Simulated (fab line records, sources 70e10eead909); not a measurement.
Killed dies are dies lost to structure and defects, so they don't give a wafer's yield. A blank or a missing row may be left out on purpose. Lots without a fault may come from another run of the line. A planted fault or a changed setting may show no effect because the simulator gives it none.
Chamber matching | flow nand_harc | NHARC_A_M0_DESCUM_14 on rie_diel-09: 4 sister chambers
The step chemistry O2, time 3 s. 27 wafers are shown with their chamber, then 12 later ones without.

WAFERS WITH THEIR CHAMBER
wafer  | chamber | showerhead_plenum_p_Torr (Torr) | drypump_motor_current_A (A) | oes_product_au (a.u.)
L075.1 | 2       | 1.81                            | 5.3                         | 0.997
L075.2 | 3       | 1.88                            | 6.3                         | 1.006
L075.6 | 0       | 2.04                            | 6.5                         | 1.020
L077.1 | 3       | 1.88                            | 6.4                         | 1.006
L077.2 | 1       | 1.91                            | 6.3                         | 1.015
L077.3 | 2       | 1.81                            | 5.3                         | 0.997
L076.3 | 2       | 1.81                            | 5.3                         | 1.000
L076.4 | 3       | 1.88                            | 6.4                         | 0.993
L076.5 | 0       | 2.04                            | 6.5                         | 1.012
L078.1 | 2       | 1.81                            | 5.3                         | 1.001
L078.2 | 0       | 2.04                            | 6.5                         | 1.013
L078.6 | 3       | 1.88                            | 6.3                         | 0.992
L080.2 | 1       | 1.91                            | 6.2                         | 1.000
L080.3 | 2       | 1.81                            | 5.3                         | 0.995
L080.4 | 0       | 2.04                            | 6.5                         | 1.014
L086.2 | 3       | 1.88                            | 6.4                         | 0.986
L086.3 | 2       | 1.81                            | 5.3                         | 0.996
L086.5 | 1       | 1.91                            | 6.3                         | 0.990
L087.2 | 3       | 1.88                            | 6.4                         | 0.997
L087.5 | 1       | 1.91                            | 6.3                         | 0.994
L087.6 | 0       | 2.03                            | 6.5                         | 1.019
L088.2 | 0       | 2.03                            | 6.5                         | 1.029
L088.3 | 3       | 1.88                            | 6.4                         | 1.011
L088.5 | 3       | 1.88                            | 6.3                         | 1.009
L093.2 | 3       | 1.88                            | 6.4                         | 0.997
L093.4 | 2       | 1.81                            | 5.3                         | 1.009
L093.5 | 3       | 1.88                            | 6.3                         | 0.993

SIGNATURES (means of the wafers above)
reading                  | chamber 0 | chamber 1 | chamber 2 | chamber 3 | scatter within a chamber
showerhead_plenum_p_Torr | 2.0367    | 1.9100    | 1.8100    | 1.8800    | 0.00241
drypump_motor_current_A  | 6.500     | 6.275     | 5.300     | 6.360     | 0.037
oes_product_au           | 1.01783   | 0.99975   | 0.99929   | 0.99900   | 0.00764
Rule: a wafer's distance from a chamber is the root of the sum, over the readings, of the square of ((its reading less the chamber's mean) divided by the reading's scatter). The wafer belongs to the nearest chamber; if the next one is less than 2 further off, it can't be placed. The scatter: the root of (the sum of the squares of (reading less its chamber's mean) over the shown wafers, divided by (wafers less chambers)).

WAFERS WITHOUT THEIR CHAMBER
wafer  | showerhead_plenum_p_Torr (Torr) | drypump_motor_current_A (A) | oes_product_au (a.u.)
L095.1 | 1.88                            | 6.4                         | 0.998
L095.3 | 1.81                            | 5.2                         | 1.005
L095.5 | 1.88                            | 6.4                         | 0.995
L096.1 | 2.03                            | 6.5                         | 1.005
L096.3 | 1.88                            | 6.3                         | 1.005
L096.4 | 1.81                            | 5.2                         | 1.008
L094.1 | 2.03                            | 6.5                         | 1.001
L094.3 | 1.88                            | 6.3                         | 0.995
L094.4 | 1.81                            | 5.3                         | 1.000
L097.3 | 1.87                            | 6.3                         | 0.996
L097.4 | 2.03                            | 6.5                         | 0.995
L097.6 | 1.81                            | 5.3                         | 1.010

WHICH CHAMBER EACH WENT THROUGH
wafer  | from the rows above | in truth
L095.1 | 3                   | 3
L095.3 | 2                   | 2
L095.5 | 3                   | 3
L096.1 | 0                   | 0
L096.3 | 3                   | 3
L096.4 | 2                   | 2
L094.1 | 0                   | 0
L094.3 | 3                   | 3
L094.4 | 2                   | 2
L097.3 | 3                   | 3
L097.4 | 0                   | 0
L097.6 | 2                   | 2
Placed correctly: 12 of 12. Can't be placed from these rows: 0. Placed wrongly: 0.
